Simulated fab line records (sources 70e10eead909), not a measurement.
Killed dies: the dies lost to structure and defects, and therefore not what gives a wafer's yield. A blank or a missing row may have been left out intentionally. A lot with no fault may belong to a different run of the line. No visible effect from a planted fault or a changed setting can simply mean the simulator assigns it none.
Which of the tools did it? + flow nand harc + 36 wafers from 12 lots sampled at 6 of the route's 1302 steps

WHAT THE GAUGES READ, wafer by wafer
NHARC_A_CONTACT_CD_MEAS_08 targets a cd of 200 nm. Usual: cd nm at 200.5 nm, with a standard deviation of 0.63.
| lot  | measured     | on        | cd nm (nm)        | flag |
|------|--------------|-----------|-------------------|------|
| L528 | day 22 08:20 | cd sem-02 | 199.9 200.6 200.2 |      |
| L529 | day 22 14:30 | cd sem-03 | 199.3 199.8 200.4 |      |
| L530 | day 23 00:10 | cd sem-02 | 200.3 199.9 201.4 |      |
| L533 | day 24 14:56 | cd sem-01 | 199.5 199.2 199.7 |      |
| L535 | day 25 13:22 | cd sem-02 | 205.4 204.8 205.5 | OFF  |
| L539 | day 26 05:29 | cd sem-03 | 205.3 205.6 204.4 | OFF  |
| L543 | day 28 02:27 | cd sem-02 | 199.7 200.0 200.3 |      |
| L542 | day 28 08:20 | cd sem-03 | 201.6 200.4 199.9 |      |
| L545 | day 29 11:51 | cd sem-03 | 200.0 199.9 200.0 |      |
| L546 | day 30 04:06 | cd sem-01 | 199.4 201.1 200.4 |      |
| L550 | day 31 09:19 | cd sem-02 | 200.0 200.8 200.0 |      |
| L551 | day 31 23:44 | cd sem-01 | 200.5 201.0 201.7 |      |

NHARC_END_SORT_01. Usual: killed at array 55, standard deviation 22; killed at other 0.9, standard deviation 1.2; killed at periphery 3.6, standard deviation 2.3; killed dies 60, standard deviation 22; killed open 3.2, standard deviation 1.9; killed short 2.5, standard deviation 1.6.
| lot  | measured     | on        | killed at array | killed at other | killed at periphery | killed dies | killed open | killed short | flag |
|------|--------------|-----------|-----------------|-----------------|---------------------|-------------|-------------|--------------|------|
| L545 | day 31 14:52 | prober-02 | 53 59 57        | 4 4 1           | 4 2 6               | 61 65 64    | 4 5 2       | 0 4 5        |      |

WHAT TOOL EACH LOT RAN ON (gives the tool, then ch and the chambers of the sampled wafers, and finally the start)
| lot  | NHARC_A_CONTACT_ETCH_131             | NHARC_A_CONTACT_STRIP_82                      | NHARC_A_CONTACT_DEP_85          | NHARC_A_CONTACT_EXPOSE_05          |
|------|--------------------------------------|-----------------------------------------------|---------------------------------|------------------------------------|
| L528 | har cap etch-03 ch 0,1, day 22 02:41 | rie diel-13 ch 0,1,3, day 22 07:45 or earlier | pecvd-03 ch 0,1,2, day 22 07:45 | arfi scanner-01 ch 0, day 22 08:12 |
| L529 | har cap etch-02 ch 0,1, day 22 09:41 | rie diel-13 ch 0,1,3, day 22 13:47 or earlier | pecvd-02 ch 0,2, day 22 13:47   | arfi scanner-02 ch 0, day 22 14:22 |
| L530 | har cap etch-01 ch 0,1, day 22 17:17 | rie diel-01 ch 0,2,3, day 22 23:26 or earlier | pecvd-04 ch 0,2, day 22 23:26   | arfi scanner-01 ch 0, day 23 00:02 |
| L533 | har cap etch-03 ch 0,1, day 24 06:10 | rie diel-03 ch 0,2,3, day 24 14:13 or earlier | pecvd-04 ch 1,2, day 24 14:13   | arfi scanner-03 ch 0, day 24 14:48 |
| L535 | har cap etch-01 ch 0,1, day 25 05:43 | rie diel-13 ch 0,1,2, day 25 12:41 or earlier | pecvd-03 ch 0,1,2, day 25 12:41 | arfi scanner-01 ch 0, day 25 13:14 |
| L539 | har cap etch-02 ch 1, day 25 23:56   | rie diel-01 ch 1,3, day 26 04:46 or earlier   | pecvd-03 ch 0,2, day 26 04:46   | arfi scanner-01 ch 0, day 26 05:21 |
| L543 | har cap etch-02 ch 0,1, day 27 21:44 | rie diel-13 ch 1,2,3, day 28 01:44 or earlier | pecvd-02 ch 0,1,2, day 28 01:44 | arfi scanner-03 ch 0, day 28 02:19 |
| L542 | har cap etch-01 ch 0,1, day 28 01:08 | rie diel-01 ch 0,2, day 28 07:44 or earlier   | pecvd-03 ch 1,2, day 28 07:44   | arfi scanner-03 ch 0, day 28 08:13 |
| L545 | har cap etch-01 ch 0,1, day 29 04:24 | rie diel-13 ch 0,1, day 29 11:10 or earlier   | pecvd-03 ch 0,1, day 29 11:10   | arfi scanner-02 ch 0, day 29 11:43 |
| L546 | har cap etch-01 ch 0,1, day 29 23:01 | rie diel-01 ch 0,1,2, day 30 01:03            | pecvd-03 ch 0,2, day 30 03:26   | arfi scanner-03 ch 0, day 30 03:58 |
| L550 | har cap etch-03 ch 0,1, day 31 04:34 | rie diel-13 ch 0,2, day 31 08:37 or earlier   | pecvd-02 ch 0,1,2, day 31 08:37 | arfi scanner-03 ch 0, day 31 09:10 |
| L551 | har cap etch-03 ch 0,1, day 31 18:46 | rie diel-13 ch 0,2,3, day 31 23:08 or earlier | pecvd-03 ch 0,1,2, day 31 23:08 | arfi scanner-03 ch 0, day 31 23:36 |
- NHARC_A_CONTACT_ETCH_131: etches the open film in C4F8/O2/Ar, time 197 s, target depth 1918 nm.
- NHARC_A_CONTACT_STRIP_82: strips in O2.
- NHARC_A_CONTACT_DEP_85: deposits SiON, target thk 60 nm.
- NHARC_A_CONTACT_EXPOSE_05: exposes mask A CC.

AS READ BY THE TOOLS THEMSELVES (means over the sampled wafers that have a number; for cases with no such wafer, the mark the record gives instead)
NHARC_A_CONTACT_STRIP_82. Usual: drypump motor current A 5.9 A, standard deviation 0.41; oes product au 1.007 a.u., standard deviation 0.011; rf vpp V 57.7 V, standard deviation 0.92; showerhead plenum p Torr 3.52 Torr, standard deviation 0.16; throttle valve pct 17.036 %, standard deviation 0.0091.
| lot  | tool        | drypump motor current A (A) | oes product au (a.u.) | rf vpp V (V) | showerhead plenum p Torr (Torr) | throttle valve pct (%) | flag |
|------|-------------|-----------------------------|-----------------------|--------------|---------------------------------|------------------------|------|
| L528 | rie diel-13 | 5.9                         | 1.001                 | 56.8         | 3.50                            | 17.034                 |      |
| L529 | rie diel-13 | 5.9                         | 0.998                 | 57.8         | 3.50                            | 17.040                 |      |
| L530 | rie diel-01 | 5.8                         | 0.999                 | 58.2         | 3.44                            | 17.043                 |      |
| L533 | rie diel-03 | 6.0                         | 1.015                 | 58.1         | 3.62                            | 17.037                 |      |
| L535 | rie diel-13 | 5.7                         | 1.014                 | 57.3         | 3.42                            | 17.033                 |      |
| L539 | rie diel-01 | 5.3                         | 1.012                 | 56.7         | 3.45                            | 17.036                 |      |
| L543 | rie diel-13 | 6.2                         | 1.004                 | 58.0         | 3.45                            | 17.039                 |      |
| L542 | rie diel-01 | 6.0                         | 0.999                 | 57.3         | 3.47                            | 17.031                 |      |
| L545 | rie diel-13 | 5.5                         | 1.011                 | 58.0         | 3.45                            | 17.035                 |      |
| L546 | rie diel-01 | 5.9                         | 1.003                 | 58.0         | 3.60                            | 17.041                 |      |
| L550 | rie diel-13 | 5.7                         | 1.001                 | 57.1         | 3.37                            | 17.043                 |      |
| L551 | rie diel-13 | 6.1                         | 0.999                 | 58.4         | 3.41                            | 17.030                 |      |

NHARC_A_CONTACT_DEP_85. Usual: chamber pressure Torr 3.499 Torr, standard deviation 0.0079; heater power outer w 458 W, standard deviation 57; heater power w 765 W, standard deviation 84.
| lot  | tool     | chamber pressure Torr (Torr) | heater power outer w (W) | heater power w (W) | flag |
|------|----------|------------------------------|--------------------------|--------------------|------|
| L528 | pecvd-03 | 3.498                        | 466                      | 772                |      |
| L529 | pecvd-02 | 3.491                        | 421                      | 709                |      |
| L530 | pecvd-04 | 3.511                        | 470                      | 753                |      |
| L533 | pecvd-04 | 3.499                        | 499                      | 792                |      |
| L535 | pecvd-03 | 3.501                        | 458                      | 765                |      |
| L539 | pecvd-03 | 3.503                        | 412                      | 730                |      |
| L543 | pecvd-02 | 3.501                        | 485                      | 807                |      |
| L542 | pecvd-03 | 3.508                        | 446                      | 754                |      |
| L545 | pecvd-03 | 3.502                        | 456                      | 752                |      |
| L546 | pecvd-03 | 3.498                        | 378                      | 681                |      |
| L550 | pecvd-02 | 3.498                        | 441                      | 756                |      |
| L551 | pecvd-03 | 3.503                        | 493                      | 808                |      |

NHARC_A_CONTACT_EXPOSE_05. Usual: exposure dose mJ cm2 at 84.15, with a standard deviation of 0.089.
| lot  | tool            | exposure dose mJ cm2 | flag |
|------|-----------------|----------------------|------|
| L528 | arfi scanner-01 | 84.11                |      |
| L529 | arfi scanner-02 | 84.16                |      |
| L530 | arfi scanner-01 | 84.17                |      |
| L533 | arfi scanner-03 | 84.19                |      |
| L535 | arfi scanner-01 | 90.92                | OFF  |
| L539 | arfi scanner-01 | 89.65                | OFF  |
| L543 | arfi scanner-03 | 84.19                |      |
| L542 | arfi scanner-03 | 84.06                |      |
| L545 | arfi scanner-02 | 84.08                |      |
| L546 | arfi scanner-03 | 84.15                |      |
| L550 | arfi scanner-03 | 84.05                |      |
| L551 | arfi scanner-03 | 84.06                |      |

THE ANSWER, worked out from the rows above alone
Rule: take the mean of a lot's wafers that have a number; if it is more than 3 standard deviations from the usual mean, the lot is off. A lot without any number at a reading at which 4 lots or more have one is off too. All remaining lots with rows at the step are treated as sound. After the gauges, taken in route order, come the tools' own readings; for these a lot's mean is taken, as printed above. The first step at which some lot is off is used, and at that step the reading that is off furthest; a lot without a number counts as furthest.
Off at NHARC_A_CONTACT_CD_MEAS_08 (cd nm): L535, L539.
If a tool, at a process step before that reading, ran all the lots that are off and no sound lot after the first of them, it fits. Not tried: the gauges at NHARC_A_CONTACT_CD_MEAS_08; whatever is off there is also off at NHARC_A_CONTACT_EXPOSE_05, on other tools, and gauge error can't account for it. NHARC_A_CONTACT_STRIP_82 gives no start for some lots, so the hours and the order of its lots are those of NHARC_A_CONTACT_DEP_85. One fits: arfi scanner-01 at NHARC_A_CONTACT_EXPOSE_05. A fault onset in the window from L530 (day 23 00:02, its last sound lot) to L535 (day 25 13:14, its first lot off) fits.
On the lots that are off, the tool's own readings at NHARC_A_CONTACT_EXPOSE_05 differ by more than 5 times the standard deviation of the sound lots' means, which bears it out; exposure dose mJ cm2 reads 90.28 there versus 84.12 on the sound lots.

WHAT THE SIMULATOR PUT IN
Process parameters drifting: arfi scanner-01 at NHARC_A_CONTACT_EXPOSE_05, beginning at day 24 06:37. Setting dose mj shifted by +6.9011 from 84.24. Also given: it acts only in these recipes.
Struck lots among those shown: L535, L539. The same result came from the rule above.
